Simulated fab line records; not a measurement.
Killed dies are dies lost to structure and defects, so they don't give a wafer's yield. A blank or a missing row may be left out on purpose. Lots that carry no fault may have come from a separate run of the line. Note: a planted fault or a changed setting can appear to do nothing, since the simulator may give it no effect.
One fault seen from 2 desks + flow n5 finfet + only its own numbers are on each desk; what lay behind them is given at the end

## DESK OF THE TOOL OWNER: rie diel-01
The tool's own readings at N5_MOL_CONTACT_COAG_ETCH_124 (etches SiNx in CH3F/O2, stops on SiOC, target depth 6.5 nm): means of the sampled wafers that have a number, for each lot that ran on this tool. A lot is out of limits, marked OUT, if its mean lies more than 4 standard deviations from the usual mean; the brackets give that distance. Shown here are 7 of its 8 readings, the ones lying furthest out on some lot.
Columns: A = CH3F_flow_sccm at N5_MOL_CONTACT_COAG_ETCH_124, usual 29.99 sccm; B = oes_ar_750_au at N5_MOL_CONTACT_COAG_ETCH_124, usual 0.78 a.u.; C = oes product au at N5_MOL_CONTACT_COAG_ETCH_124, usual 0.66 a.u.; D = rf fwd power W at N5_MOL_CONTACT_COAG_ETCH_124, usual 391.1 W; E = rf vpp V at N5_MOL_CONTACT_COAG_ETCH_124, usual 296 V; F = showerhead plenum p Torr at N5_MOL_CONTACT_COAG_ETCH_124, usual 2.00 Torr; G = throttle valve pct at N5_MOL_CONTACT_COAG_ETCH_124, usual 16.40 %
| lot  | first seen here | A     | B    | C    | D     | E   | F    | G     |
|------|-----------------|-------|------|------|-------|-----|------|-------|
| L743 | day 5 11:28     | 30.08 | 0.89 | 0.76 | 392.6 | 292 | 2.05 | 16.25 |
| L753 | day 7 21:27     | 29.87 | 0.84 | 0.72 | 390.2 | 290 | 2.04 | 16.09 |
| L754 | day 8 04:20     | 29.91 | 0.84 | 0.72 | 391.1 | 292 | 2.04 | 16.30 |
| L755 | day 8 12:02     | 29.89 | 0.81 | 0.69 | 391.6 | 296 | 2.05 | 16.27 |
This desk's finding: nothing out of limits on any of the 4 lots.

## THE METROLOGY DESK
Lot by lot, what the gauges showed, no matter which tool ran the lot: averages of those sampled wafers that carry a number. A lot is out of limits, marked OUT, if its mean lies more than 4 standard deviations from the usual mean; the brackets give that distance. Shown here are 7 of its 10 readings, the ones lying furthest out on some lot.
Columns: A = DIBL_N at N5_BEOL_M4_RC_MEAS_101, usual 36.4 mV/V; B = DIBL_P at N5_BEOL_M4_RC_MEAS_101, usual 36.4 mV/V; C = IOFF_P at N5_BEOL_M4_RC_MEAS_101, usual 0.21 nA/um; D = ION_P at N5_BEOL_M4_RC_MEAS_101, usual 465 uA/um; E = SS_P at N5_BEOL_M4_RC_MEAS_101, usual 73.2 mV/dec; F = VT_N at N5_BEOL_M4_RC_MEAS_101, usual 249 mV; G = VT_P at N5_BEOL_M4_RC_MEAS_101, usual -250 mV
| lot  | first seen here | A    | B    | C    | D   | E    | F   | G    |
|------|-----------------|------|------|------|-----|------|-----|------|
| L743 | day 8 08:46     | 35.7 | 35.9 | 0.21 | 464 | 72.9 | 249 | -249 |
| L753 | day 10 17:14    | 38.2 | 39.3 | 0.22 | 460 | 74.2 | 248 | -250 |
| L754 | day 11 07:02    | 36.6 | 35.4 | 0.20 | 461 | 72.9 | 249 | -250 |
| L755 | day 11 12:01    | 36.6 | 35.8 | 0.24 | 471 | 73.0 | 246 | -246 |
| L760 | day 12 15:22    | 36.0 | 36.2 | 0.19 | 461 | 73.5 | 250 | -252 |
This desk's finding: nothing out of limits on any of the 5 lots.

## BROUGHT TOGETHER
The tool owner's desk saw nothing out of limits.
Nothing out of limits was seen by the metrology desk.

## WHAT THE SIMULATOR PUT IN
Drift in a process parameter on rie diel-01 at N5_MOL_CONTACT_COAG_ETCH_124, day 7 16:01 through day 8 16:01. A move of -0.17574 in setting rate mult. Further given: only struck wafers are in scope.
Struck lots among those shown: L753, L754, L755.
